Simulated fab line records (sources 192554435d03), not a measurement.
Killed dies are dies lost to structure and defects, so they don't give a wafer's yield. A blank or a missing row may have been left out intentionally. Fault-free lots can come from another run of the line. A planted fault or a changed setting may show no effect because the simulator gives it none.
A lot that was struck, set against a sound lot	flow n5-finfet	44 steps out of a route of 1938
Sound: wafers L442.2, L442.3, L442.5. Struck: wafer L432.1; the same lot's L432.5 was not struck, so it is left out; see the end for the cause.
For every step that has rows: the tool of each side, followed by ch and its chambers, followed by its first start. Under that, the readings that differ: sound wafers	struck wafers	difference of the means	sigmas: that difference in standard deviations of wafers without a fault.
alike: a reading whose means differ by less than 2 such deviations, as well as words and numbers matching on both sides. not compared: withheld readings; readings where some wafer has no value; bounds like >300 that might hide an equal value; numbers whose values overlap and for which the record gives no deviation.
Wherever a step has rows on one side only, a row that says differs or no value, or a row with sigmas, the two part there. Non-overlapping numbers with no deviation appear without sigmas and do not part them. A reading missing from all wafers of one side parts the sides only when that side holds two or more wafers.

first, 4 steps without rows for these wafers: N5_BEOL_M11_SOFTBAKE_06 (time 60 s); N5_BEOL_M11_EXPOSE_08 (exposes mask M11); N5_BEOL_M11_PEB_09 (peb time 60 s); N5_BEOL_M11_DEVELOP_10 (develop time 30 s).
N5_BEOL_M11_CD_MEAS_11: target cd 64.1 nm.
  sound on cd-sem-03 ch 0, day 16 19:33; struck on cd-sem-03 ch 0, day 16 04:38
reading	sound	struck	difference	sigmas
cd-nm (nm)	63.5 63.0 63.8	65.2	+1.8	+4
N5_BEOL_M11_OVL_MEAS_12:
  sound on overlay-02 ch 0, day 16 19:35; struck on overlay-02 ch 0, day 16 04:40
  alike: M11_OVL
N5_BEOL_M11_INSPECT_13: inspects for defects (brightfield).
  struck on defect-inspect-01, day 16 04:41; sound on defect-inspect-02, day 16 19:36
  alike: raw-defect-count
N5_BEOL_M11_DESCUM_16: chemistry O2, time 7.9 s.
  sound on rie-diel-02 ch 0,1,3, day 16 20:03; struck on rie-diel-05 ch 0, day 16 04:43
  alike: drypump-motor-current-A, oes-product-au, rf-vpp-V, showerhead-plenum-p-Torr, throttle-valve-pct
  not compared: rf-hours-counter-h
then, 3 steps without rows for these wafers: N5_BEOL_M11_ETCH_61 (etches SiARC in CF4, target depth 39 nm, time 65 s); N5_BEOL_M11_ETCH_62 (etches SOC in N2/H2, target depth 110 nm, overetch 22 nm, time 165 s); N5_BEOL_M11_STRIP_68 (strips in N2/H2).
N5_BEOL_M11_STRIP_67: strips in CF4.
  sound on rie-diel-02 ch 0,1,3, day 16 20:17; struck on rie-diel-05 ch 0, day 16 04:57
  alike: drypump-motor-current-A, oes-product-au, rf-vpp-V, showerhead-plenum-p-Torr, throttle-valve-pct
  not compared: rf-hours-counter-h
N5_BEOL_M11_HM_OPEN_17: chemistry Cl2/BCl3, target TiN, target depth 20 nm, overetch 6 nm.
  sound on rie-metal-01 ch 0,1, day 16 20:19; struck on rie-metal-02 ch 0, day 16 04:59
reading	sound	struck	difference	sigmas
oes-product-au (a.u.)	0.79 0.70 0.70	0.56	-0.17	-3
model.etch.depth-nm (nm)	19.67 19.82 19.74	16.33	-3.41	
model.SOC_of_BEOL_M11_COAT_59.thk-nm (nm)	92.2 92 92.2	95.4	+3.3	
  alike: drypump-motor-current-A, throttle-valve-pct
  not compared: rf-hours-counter-h
then, 1 step without rows for these wafers: N5_BEOL_M11_STRIP_19 (strips in O2).
N5_BEOL_M11_CD_MEAS_18: pitch 140 nm, target cd 70 nm.
  struck on cd-sem-03, day 16 05:23; sound on cd-sem-02, day 16 20:33
  alike: cd-nm
then, 8 steps without rows for these wafers: N5_BEOL_M11_COAT_63 (time 60 s, resist thk 100 nm); N5_BEOL_M11_COAT_64 (time 60 s, resist thk 30 nm); N5_BEOL_M11_COAT_22 (resist thk 90 nm); N5_BEOL_M11_EBR_24; N5_BEOL_M11_SOFTBAKE_23 (time 60 s); N5_BEOL_M11_EXPOSE_25 (exposes mask V10); N5_BEOL_M11_PEB_26 (peb time 60 s); N5_BEOL_M11_DEVELOP_27 (develop time 30 s).
N5_BEOL_M11_CD_MEAS_28: target cd 70 nm.
  sound on cd-sem-01 ch 0, day 16 23:02; struck on cd-sem-03 ch 0, day 16 05:44
  alike: cd-nm
N5_BEOL_M11_OVL_MEAS_29:
  sound on overlay-02 ch 0, day 16 23:04; struck on overlay-01 ch 0, day 16 05:46
  alike: V10_OVL
N5_BEOL_M11_INSPECT_30: inspects for defects (brightfield).
  struck on defect-inspect-01, day 16 05:48; sound on defect-inspect-02, day 16 23:05
  alike: raw-defect-count
then, 2 steps without rows for these wafers: N5_BEOL_M11_DESCUM_33 (chemistry O2, time 7.9 s); N5_BEOL_M11_ETCH_65 (etches SiARC in CF4, target depth 39 nm, time 65 s).
N5_BEOL_M11_ETCH_66: etches SOC in N2/H2, target depth 120 nm, overetch 24 nm, time 180 s.
  sound on rie-diel-02 ch 2,3, day 16 23:13; struck on rie-diel-05 ch 1, day 16 06:02
  alike: drypump-motor-current-A, n2-flow-sccm, oes-product-au, rf-vpp-V, showerhead-plenum-p-Torr, throttle-valve-pct
  not compared: rf-hours-counter-h
then, 1 step without rows for these wafers: N5_BEOL_M11_STRIP_69 (strips in N2/H2).
N5_BEOL_M11_VIA_ETCH_34: etches SiCOH lowk in C4F6/O2, target depth 184.5 nm, time 69.2 s.
  sound on rie-diel-02 ch 2,3, day 16 23:20; struck on rie-diel-05 ch 1, day 16 06:10
reading	sound	struck	difference	sigmas
oes-product-au (a.u.)	0.74 0.71 0.75	0.31	-0.42	-5
  alike: O2_flow_sccm, drypump-motor-current-A, rf-vpp-V, showerhead-plenum-p-Torr, throttle-valve-pct
  not compared: rf-hours-counter-h
then, 1 step without rows for these wafers: N5_BEOL_M11_STRIP_73 (strips in C4F6/O2).
N5_BEOL_M11_STRIP_36: strips in N2/H2.
  sound on rie-diel-02 ch 2,3, day 16 23:23; struck on rie-diel-05 ch 1, day 16 06:14
  alike: drypump-motor-current-A, n2-flow-sccm, oes-product-au, rf-vpp-V, showerhead-plenum-p-Torr, throttle-valve-pct
  not compared: rf-hours-counter-h
N5_BEOL_M11_TRENCH_ETCH_37: etches SiCOH lowk in C4F6/O2, target depth 148.83 nm, time 48 s.
  sound on rie-diel-02 ch 2,3; struck on rie-diel-05 ch 1
  alike: O2_flow_sccm, drypump-motor-current-A, oes-product-au, rf-vpp-V, showerhead-plenum-p-Torr, throttle-valve-pct
  not compared: rf-hours-counter-h
then, 2 steps without rows for these wafers: N5_BEOL_M11_ETCH_41 (etches SiCN in CH3F/O2, target depth 42.6 nm, time 86 s); N5_BEOL_M11_STRIP_77 (strips in N2/H2, time 10 s).
N5_BEOL_M11_OCD_MEAS_38:
  struck on ocd-02, day 16 06:27; sound on ocd-02, day 16 23:37
reading	sound	struck	difference	sigmas
trench-depth-nm (nm)	149.9 147.7 150.5	14.6	-134.8	-84
then, 4 steps without rows for these wafers: N5_BEOL_M11_HM_STRIP_39 (strips TiN in peroxide tin strip, target depth 25 nm, time 158 s); N5_BEOL_M11_SRD_40 (time 30 s); N5_BEOL_M11_PRECLEAN_42 (cleans in residue remover, time 60 s); N5_BEOL_M11_SRD_43 (time 30 s).
N5_BEOL_M11_CD_MEAS_35: target cd 70 nm.
  struck on cd-sem-02, day 16 06:36; sound on cd-sem-03, day 16 23:46
  not compared: cd-nm
N5_BEOL_M11_THK_MEAS_53: measures by xrf.
  struck on film-metro-02, day 16 09:23; sound on film-metro-01, day 17 02:10
  not compared: M11_THK
N5_BEOL_M11_RS_MEAS_57: a four-point-probe measurement.
  struck on film-metro-02, day 16 09:32; sound on film-metro-01, day 17 02:19
  not compared: M11_RS

WHERE THEY PART
At N5_BEOL_M11_CD_MEAS_11 first; at N5_BEOL_M11_OCD_MEAS_38 last (within this record only).

WHY: whatever the simulator had introduced
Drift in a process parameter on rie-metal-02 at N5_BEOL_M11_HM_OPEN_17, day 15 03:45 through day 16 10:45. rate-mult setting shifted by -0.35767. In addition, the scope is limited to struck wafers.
